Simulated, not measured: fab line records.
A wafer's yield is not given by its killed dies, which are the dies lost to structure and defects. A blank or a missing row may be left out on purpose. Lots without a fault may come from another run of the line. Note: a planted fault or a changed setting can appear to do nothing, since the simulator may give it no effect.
fab line records | flow n5-finfet
record: lots: 7 wafers: 21
route steps=1938 shown MOL_CONTACT_COAG@563 BEOL_M0_SAQP@646 BEOL_M0_CUTY@705 BEOL_M1@783 BEOL_M2@841
start-h: the number of hours between the record's first day and the start of the first shown wafer of the lot | wait-h: how many hours have passed since the lot's step before this one | " identical to the entry in the row above | L1.1+2: a row that stands for several wafers | - value missing, or start not given | * or withheld: withheld | < > ~ a bound
route shown NAME@n: a module of which the file shows steps, and the number in the route of the first | usual: the fault-free wafers' mean and standard deviation | same: alike in all rows | chamber/n: place in a boat | sites: readings site by site | _std_site: how widely they spread, as a standard deviation | _edge_site: outer sites' mean less inner sites' | radius-mm: how far each site lies from the wafer's centre | mask NAME#n: copy n | behind: the tool/chamber that last shaped the wafer | hold: reason for holding the lot/hours on hold/outcome of the hold | device: which transistor (n, p or np) failed to switch | end of line: tests run on the same wafers once the route is complete | for a step that has no rows: nothing shown but its recipe | killed: at the first sort, the dies lost to defects and structure; wafer yield is something else | map: per-die view of a wafer (x killed, . not killed, _ where there is no die)
set.NAME: the setting as run; set.NAME@STEP: as run at that earlier step | model.NAME: the simulator's own value behind a step, which no gauge read
lots with deliberately changed settings; one table per step, one row per wafer
== steps ==
step: N5_MOL_CONTACT_COAG_PECVD_31
recipe: material: SiO2 target-thk-a: 460 temp-c: 400 precursor: TEOS/O2 pressure-torr: 6.5 rf-w: withheld teos-flow-sccm: withheld gas: O2 flow-sccm: 2650 time-s: 8.9
columns lot.wafer tool chamber start-h wait-h set.temp-c model.SiO2_of_MOL_CONTACT_COAG_PECVD_31.thk-nm
L077.2 pecvd-04 1 115.70 0.3 400 45.4
L077.4 " 1 " " 407 44.8
L077.6 " 2 " " 400 46.8
L079.1 pecvd-03 1 126.91 0.3 400 44.8
L079.3 " 2 " " 395.1 46.8
L079.6 " 0 " " 395.1 46.6
L081.4 pecvd-04 1 139.06 0.3 400 45.8
L081.5 " 1 " " 400 46.2
L081.6 " 2 " " 400 45.6
L083.2 pecvd-04 2 150.40 0.3 400 45.4
L083.3 " 2 " " 400 46.2
L083.6 " 1 " " 400 46.8
L086.1 pecvd-03 1 174.96 0.3 400 45.6
L086.4 " 0 " " 400 46
L086.6 " 2 " " 389.7 49
L088.1 pecvd-04 2 190.75 0.3 400 46.2
L088.3+6 " 1 " " 417 41.8
L092.2 pecvd-02 0 212.19 0.3 400 45
L092.4 " 1 " " 413.5 42.6
L092.5 " 2 " " 400 46
step: N5_MOL_CONTACT_COAG_COAT_75
recipe: resist: SOC temp-c: 250 time-s: 60 spin-rpm: 1500 resist-thk-nm: 60
step: N5_MOL_CONTACT_COAG_COAT_76
recipe: resist: SiARC temp-c: 220 time-s: 60 spin-rpm: 1500 resist-thk-nm: 10
step: N5_MOL_CONTACT_COAG_ETCHBACK_135
recipe: chemistry: CHF3 target: SiO2 target-depth-a: 250 time-s: 16.7 ion-energy-ev: 200 pressure-mtorr: 30 source-w: 610 bias-w: 170 Ar_flow_sccm: 200 CHF3_flow_sccm: 50
step: N5_MOL_CONTACT_COAG_STRIP_118
recipe: chemistry: CHF3 resist: SiARC rf-frequency-hz: 6e+07
step: N5_MOL_CONTACT_COAG_VIA_ETCH_46
recipe: chemistry: C4F6/O2 target-depth-a: 460 overetch-a: 92 mask-material: SOC target: SiO2 bias-w: 455 pressure-mtorr: 10 time-s: 40 source-w: 325 Ar_flow_sccm: 300 C4F6_flow_sccm: 10 O2_flow_sccm: 10 ion-energy-ev: 575.3 ends: end-point
columns lot.wafer tool chamber start-h wait-h set.temp-c@MOL_CONTACT_COAG_PECVD_31 model.etch.depth-nm
L077.2 rie-diel-02 0 116.73 0.0 400 45.39
L077.4 " 1 " " 407 44.81
L077.6 " 2 " " 400 46.87
L079.1 rie-diel-02 2 127.85 0.0 400 44.71
L079.3 " 0 " " 395.1 46.85
L079.6 " 3 " " 395.1 46.51
L081.4 rie-diel-02 1 140.29 0.0 400 45.71
L081.5 " 2 " " 400 46.1
L081.6 " 3 " " 400 45.64
L083.2 rie-diel-02 2 151.35 0.0 400 45.36
L083.3 " 0 " " 400 46.19
L083.6 " 0 " " 400 46.8
L086.1 rie-diel-02 2 176.08 0.0 400 45.61
L086.4 " 0 " " 400 46.07
L086.6 " 3 " " 389.7 49.04
L088.1 rie-diel-05 0 192.09 0.0 400 46.24
L088.3+6 " 1,2 " " 417 41.71
L092.2 rie-diel-05 1 214.65 0.0 400 44.96
L092.4 " 3 " " 413.5 42.56
L092.5 " 0 " " 400 46.08
step: N5_MOL_CONTACT_COAG_VIA_ETCH_117
recipe: chemistry: C4F6/O2 target-depth-a: 400 overetch-a: 80 mask-material: SOC target: SiO2 bias-w: 455 pressure-mtorr: 10 time-s: 26 source-w: 325 Ar_flow_sccm: 300 C4F6_flow_sccm: 10 O2_flow_sccm: 10 ion-energy-ev: 575.3 ends: end-point
usual: rf-vpp-V: 1588/11
columns lot.wafer tool chamber start-h wait-h set.bias-w rf-vpp-V
L077.2 rie-diel-05 0 118.37 0.0 455 1592
L077.4 " 0 " " 455 1592
L077.6 " 1 " " 455 1595
L079.1 rie-diel-02 3 129.33 0.0 481.7 1654
L079.3 " 1 " " 455 1615
L079.6 " 0 " " 481.7 1663
L081.4 rie-diel-06 0 141.91 0.0 455 1571
L081.5 " 3 " " 455 1601
L081.6 " 1 " " 431.2 1524
L083.2 rie-diel-06 3 152.71 0.0 455 1602
L083.3 " 3 " " 455 1600
L083.6 " 1 " " 455 1583
L086.1 rie-diel-05 1 177.33 0.0 536.2 1801
L086.4 " 2 " " 455 1568
L086.6 " 3 " " 455 1574
L088.1 rie-diel-05 0 193.82 0.0 455 1591
L088.3 " 1 " " 455 1594
L088.6 " 0 " " 455 1592
L092.2 rie-diel-06 3 216.22 0.0 455 1600
L092.4 " 1 " " 425.8 1508
L092.5 " 1 " " 425.8 1507
step: N5_BEOL_M0_SAQP_EXPOSE_11
recipe: mask-id: M0_CORE na: 1.35 source-shape: dipole sigma-inner: 0.538 sigma-outer: 0.738 polarization: te target-cd-nm: 42 dose-mj: 55
columns lot.wafer tool chamber start-h wait-h mask set.dose-mj
L077.2 arfi-scanner-02 0 125.40 - M0_CORE#0 52.06
L077.4+6 " 0 " " M0_CORE#0 55
L079.1+3 arfi-scanner-03 0 138.36 - M0_CORE#0 53.15
L079.6 " 0 " " M0_CORE#0 55
L081.4+5+6 arfi-scanner-02 0 148.23 - M0_CORE#0 55
L083.2+3+6 arfi-scanner-03 0 158.21 - M0_CORE#0 55
L086.1+4 arfi-scanner-03 0 183.08 - M0_CORE#0 55
L086.6 " 0 " " M0_CORE#0 52.4
L088.1+3+6 arfi-scanner-03 0 199.11 - M0_CORE#0 53.45
L092.2+5 arfi-scanner-02 0 221.75 - M0_CORE#0 55
L092.4 " 0 " " M0_CORE#0 58.78
step: N5_BEOL_M0_SAQP_DEVELOP_13
recipe: develop-time-s: 30 developer: TMAH resist: CAR-ArF dev-temp-c: 23 rinse-liquid: diw dry: air-spin
columns lot.wafer tool chamber start-h wait-h set.develop-time-s
L077.2+4+6 litho-track-05 0 - - 30
L079.1+6 litho-track-01 0 - - 24.73
L079.3 " 0 " " 30
L081.4+5 litho-track-01 0 - - 30
L081.6 " 0 " " 23.45
L083.2+3+6 litho-track-05 0 - - 30
L086.1+4+6 litho-track-05 0 - - 25.8
L088.1+3+6 litho-track-04 0 - - 30
L092.2+4 litho-track-05 0 - - 31.89
L092.5 " 0 " " 30
step: N5_BEOL_M0_SAQP_CD_MEAS_14
recipe: target-cd-nm: 42.5 landing-energy-ev: 500 detector: se-inlens
usual: cd-nm: 42.5/0.32
columns lot.wafer tool chamber start-h wait-h set.dose-mj@BEOL_M0_SAQP_EXPOSE_11 cd-nm
L077.2 cd-sem-02 0 125.52 - 52.06 44.5
L077.4 " 0 " " 55 42.6
L077.6 " 0 " " 55 43.1
L079.1 cd-sem-02 0 138.49 - 53.15 44.5
L079.3 " 0 " " 53.15 44.2
L079.6 " 0 " " 55 43.7
L081.4 cd-sem-02 0 148.34 - 55 42.3
L081.5 " 0 " " 55 42.5
L081.6 " 0 " " 55 43.4
L083.2 cd-sem-03 0 158.33 - 55 42.5
L083.3 " 0 " " 55 42.1
L083.6 " 0 " " 55 42.3
L086.1 cd-sem-02 0 183.21 - 55 42.3
L086.4 " 0 " " 55 42.0
L086.6 " 0 " " 52.4 44.0
L088.1 cd-sem-02 0 199.23 - 53.45 43.0
L088.3 " 0 " " 53.45 43.3
L088.6 " 0 " " 53.45 42.7
L092.2 cd-sem-02 0 221.87 - 55 42.6
L092.4 " 0 " " 58.78 40.5
L092.5 " 0 " " 55 43.2
step: N5_BEOL_M0_CUTY_EXPOSE_54
recipe: mask-id: M0_ABLK na: 1.35 source-shape: conventional sigma-outer: 0.8 polarization: unpolarized dose-mj: 36
columns lot.wafer tool chamber start-h wait-h mask set.dose-mj
L077.2+4+6 arfi-scanner-03 0 130.95 - M0_ABLK#0 36
L079.1+3+6 arfi-scanner-01 0 144.01 - M0_ABLK#0 36
L081.4+5+6 arfi-scanner-02 0 153.82 - M0_ABLK#0 36
L083.2+3+6 arfi-scanner-03 0 163.55 - M0_ABLK#0 36
L086.1+4 arfi-scanner-02 0 190.51 - M0_ABLK#0 34.97
L086.6 " 0 " " M0_ABLK#0 36
L088.1 arfi-scanner-02 0 204.82 - M0_ABLK#0 33.46
L088.3+6 " 0 " " M0_ABLK#0 36
L092.2+4+5 arfi-scanner-01 0 229.37 - M0_ABLK#0 36
step: N5_BEOL_M0_CUTY_PEB_55
recipe: peb-temp-c: 110 peb-time-s: 60 resist: CAR-ArF-block
step: N5_BEOL_M0_CUTY_DEVELOP_56
recipe: develop-time-s: 30 developer: TMAH resist: CAR-ArF-block rinse-liquid: diw dry: air-spin dev-temp-c: 23
step: N5_BEOL_M0_CUTY_CD_MEAS_57
recipe: target-cd-nm: 200 landing-energy-ev: 500 detector: se-inlens polarity: line
usual: cd-nm: 200.4/0.8
columns lot.wafer tool chamber start-h wait-h set.dose-mj@BEOL_M0_CUTY_EXPOSE_54 cd-nm
L077.2 cd-sem-03 0 131.07 - 36 200.3
L077.4 " 0 " " 36 200.3
L077.6 " 0 " " 36 200.2
L079.1 cd-sem-02 0 144.13 - 36 200.2
L079.3 " 0 " " 36 201.6
L079.6 " 0 " " 36 200.1
L081.4 cd-sem-03 0 153.93 - 36 201.9
L081.5 " 0 " " 36 202.0
L081.6 " 0 " " 36 202.0
L083.2 cd-sem-02 0 163.67 - 36 199.9
L083.3 " 0 " " 36 201.2
L083.6 " 0 " " 36 200.3
L086.1 cd-sem-02 0 190.64 - 34.97 203.3
L086.4 " 0 " " 34.97 201.8
L086.6 " 0 " " 36 200.8
L088.1 cd-sem-02 0 204.95 - 33.46 206.0
L088.3 " 0 " " 36 200.3
L088.6 " 0 " " 36 200.7
L092.2 cd-sem-02 0 229.49 - 36 200.5
L092.4 " 0 " " 36 200.7
L092.5 " 0 " " 36 201.2
step: N5_BEOL_M1_EXPOSE_25
recipe: mask-id: V0 na: 0.33 source-shape: quasar sigma-inner: 0.2 sigma-outer: 0.8 polarization: unpolarized defocus-nm: 5 target-cd-nm: 24 dose-mj: 63
columns lot.wafer tool chamber start-h wait-h mask set.dose-mj
L077.2+6 euv-scanner-02 0 140.04 - V0#0 63
L077.4 " 0 " " V0#0 67.17
L079.1+3+6 euv-scanner-02 0 152.86 - V0#0 63
L081.4+6 euv-scanner-01 0 162.94 - V0#0 63
L081.5 " 0 " " V0#0 65.59
L083.2+3+6 euv-scanner-01 0 169.71 - V0#0 63
L086.1 euv-scanner-02 0 199.84 - V0#0 58.52
L086.4+6 " 0 " " V0#0 63
L088.1+6 euv-scanner-01 0 214.63 - V0#0 64.82
L088.3 " 0 " " V0#0 63
L092.2 euv-scanner-02 0 242.82 - V0#0 63
L092.4+5 " 0 " " V0#0 65.86
step: N5_BEOL_M1_PEB_26
recipe: peb-temp-c: 100 peb-time-s: 60 resist: CAR-EUV
step: N5_BEOL_M1_DEVELOP_27
recipe: develop-time-s: 30 developer: TMAH resist: CAR-EUV rinse-liquid: surfactant-rinse dry: air-spin dev-temp-c: 23
step: N5_BEOL_M1_CD_MEAS_28
recipe: landing-energy-ev: 500 detector: se-inlens target-cd-y-nm: 23.3
usual: cd-nm: 24.04/0.26
columns lot.wafer tool chamber start-h wait-h set.dose-mj@BEOL_M1_EXPOSE_25 cd-nm
L077.2 cd-sem-03 0 140.17 - 63 23.73
L077.4 " 0 " " 67.17 25.18
L077.6 " 0 " " 63 24.39
L079.1 cd-sem-03 0 153.01 - 63 24.20
L079.3 " 0 " " 63 23.96
L079.6 " 0 " " 63 24.16
L081.4 cd-sem-02 0 163.07 - 63 24.15
L081.5 " 0 " " 65.59 25.10
L081.6 " 0 " " 63 23.98
L083.2 cd-sem-03 0 169.85 - 63 24.09
L083.3 " 0 " " 63 23.69
L083.6 " 0 " " 63 23.74
L086.1 cd-sem-02 0 199.99 - 58.52 23.08
L086.4 " 0 " " 63 23.95
L086.6 " 0 " " 63 24.17
L088.1 cd-sem-02 0 214.78 - 64.82 24.76
L088.3 " 0 " " 63 23.71
L088.6 " 0 " " 64.82 24.43
L092.2 cd-sem-03 0 242.95 - 63 24.39
L092.4 " 0 " " 65.86 24.89
L092.5 " 0 " " 65.86 24.51
step: N5_BEOL_M1_CMP_52
recipe: stop-on: SiOC t-overpolish-s: 6.8 down-force-psi: 1 platen-rpm: 50 clearing-platen-down-force-psi: 1.5 clearing-platen-rpm: 50 post-cmp-clean: cu-alkaline target-thk-nm: 40 clearing-platen-pad-velocity-m-s: 0.99484 pad-velocity-m-s: 0.99484
usual: barrier-field-endpoint-s: 24.9/0.68
columns lot.wafer tool chamber start-h wait-h set.down-force-psi barrier-field-endpoint-s
L077.2 cmp-04 1 146.57 0.2 1 25.3
L077.4 " 0 " " 1 25.1
L077.6 " 2 " " 1 25.7
L079.3 cmp-01 3 157.62 0.2 0.9351 27.0
L079.1 " 0 " " 0.9351 25.3
L079.6 " 0 " " 1 24.8
L081.4 cmp-03 3 171.11 0.2 0.8523 30.8
L081.6 " 2 " " 1 26.6
L081.5 " 3 " " 0.8523 30.0
L083.3 cmp-01 0 178.49 0.2 1 24.0
L083.2 " 1 " " 1 24.3
L083.6 " 0 " " 1 23.6
L086.1 cmp-03 0 204.81 0.3 1 26.0
L086.4 " 1 " " 1.121 22.2
L086.6 " 3 " " 1 25.6
L088.1 cmp-01 1 219.63 0.3 1 24.9
L088.3 " 2 " " 1 25.0
L088.6 " 3 " " 1 25.4
L092.2 cmp-01 1 247.07 0.2 1 24.5
L092.4 " 2 " " 1 23.9
L092.5 " 1 " " 1.078 22.3
step: N5_BEOL_M2_ILD_DEP_00
recipe: material: SiOC target-thk-a: 790 temp-c: 350 precursor: DEMS/O2 pressure-torr: 5 rf-w: 500 time-s: 15.3
columns lot.wafer tool chamber start-h wait-h set.time-s model.SiOC_of_BEOL_M2_ILD_DEP_00.thk-nm
L077.2 pecvd-02 0 147.19 0.0 14.15 72.6
L077.4 " 1 " " 14.15 73.2
L077.6 " 0 " " 15.3 79.2
L079.1 pecvd-02 0 158.27 0.0 15.3 78
L079.3 " 1 " " 15.3 77.2
L079.6 " 0 " " 15.3 78.6
L081.4 pecvd-02 2 171.70 0.1 13.63 71.4
L081.5 " 0 " " 15.3 79.4
L081.6 " 1 " " 13.63 70.4
L083.2 pecvd-04 1 179.11 0.0 15.3 78.4
L083.3 " 1 " " 15.3 79.6
L083.6 " 1 " " 15.3 78.8
L086.1 pecvd-04 2 205.37 0.0 17.54 90.6
L086.4 " 1 " " 15.3 79.8
L086.6 " 0 " " 17.54 92.6
L088.1 pecvd-02 2 220.29 0.0 17.01 86.8
L088.3 " 0 " " 17.01 86
L088.6 " 1 " " 17.01 87.8
L092.2 pecvd-02 2 247.68 0.0 16.16 82.6
L092.4 " 0 " " 15.3 80.2
L092.5 " 2 " " 15.3 79.4
step: N5_BEOL_M2_THK_MEAS_01
recipe: reads: SiOC_of_BEOL_M2_ILD_DEP_00
usual: M2_ILD_THK: 78.9/0.91
columns lot.wafer tool chamber start-h wait-h set.time-s@BEOL_M2_ILD_DEP_00 M2_ILD_THK[nm]
L077.2 film-metro-01 - 147.25 0.1 14.15 72.5
L077.4 " - " " 14.15 73.1
L077.6 " - " " 15.3 79.2
L079.1 film-metro-01 - 158.34 0.0 15.3 78.1
L079.3 " - " " 15.3 77.2
L079.6 " - " " 15.3 78.6
L081.4 film-metro-02 - 171.76 0.0 13.63 71.3
L081.5 " - " " 15.3 79.5
L081.6 " - " " 13.63 70.5
L083.2 film-metro-02 - 179.20 0.1 15.3 78.4
L083.3 " - " " 15.3 79.6
L083.6 " - " " 15.3 78.8
L086.1 film-metro-01 - 205.43 0.0 17.54 90.6
L086.4 " - " " 15.3 79.8
L086.6 " - " " 17.54 92.5
L088.1 film-metro-02 - 220.36 0.0 17.01 86.9
L088.3 " - " " 17.01 86.0
L088.6 " - " " 17.01 87.8
L092.2 film-metro-01 - 247.75 0.1 16.16 82.6
L092.4 " - " " 15.3 80.2
L092.5 " - " " 15.3 79.3
== key ==
split: step: N5_MOL_CONTACT_COAG_PECVD_31 setting: temp-c stated: 400 by: wafer
response: step: N5_MOL_CONTACT_COAG_PECVD_31 reading: model.SiO2_of_MOL_CONTACT_COAG_PECVD_31.thk-nm change: -1.02 per: 1% r: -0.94
response: step: N5_MOL_CONTACT_COAG_VIA_ETCH_46 reading: model.etch.depth-nm change: -1.04 per: 1% r: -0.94
split: step: N5_MOL_CONTACT_COAG_VIA_ETCH_117 setting: bias-w stated: 455 by: wafer
response: step: N5_MOL_CONTACT_COAG_VIA_ETCH_117 reading: rf-vpp-V change: +12.5 per: 1% r: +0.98
split: step: N5_BEOL_M0_SAQP_EXPOSE_11 setting: dose-mj stated: 55 by: wafer
response: step: N5_BEOL_M0_SAQP_CD_MEAS_14 reading: cd-nm change: -0.333 per: 1% r: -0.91
split: step: N5_BEOL_M0_SAQP_DEVELOP_13 setting: develop-time-s stated: 30 by: wafer
response none clear
split: step: N5_BEOL_M0_CUTY_EXPOSE_54 setting: dose-mj stated: 36 by: wafer
response: step: N5_BEOL_M0_CUTY_CD_MEAS_57 reading: cd-nm change: -0.757 per: 1% r: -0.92
split: step: N5_BEOL_M1_EXPOSE_25 setting: dose-mj stated: 63 by: wafer
response: step: N5_BEOL_M1_CD_MEAS_28 reading: cd-nm change: +0.161 per: 1% r: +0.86
split: step: N5_BEOL_M1_CMP_52 setting: down-force-psi stated: 1 by: wafer
response: step: N5_BEOL_M1_CMP_52 reading: barrier-field-endpoint-s change: -0.263 per: 1% r: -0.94
split: step: N5_BEOL_M2_ILD_DEP_00 setting: time-s stated: 15.3 by: wafer
response: step: N5_BEOL_M2_ILD_DEP_00 reading: model.SiOC_of_BEOL_M2_ILD_DEP_00.thk-nm change: +0.78 per: 1% r: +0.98
response: step: N5_BEOL_M2_THK_MEAS_01 reading: M2_ILD_THK change: +0.783 per: 1% r: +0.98
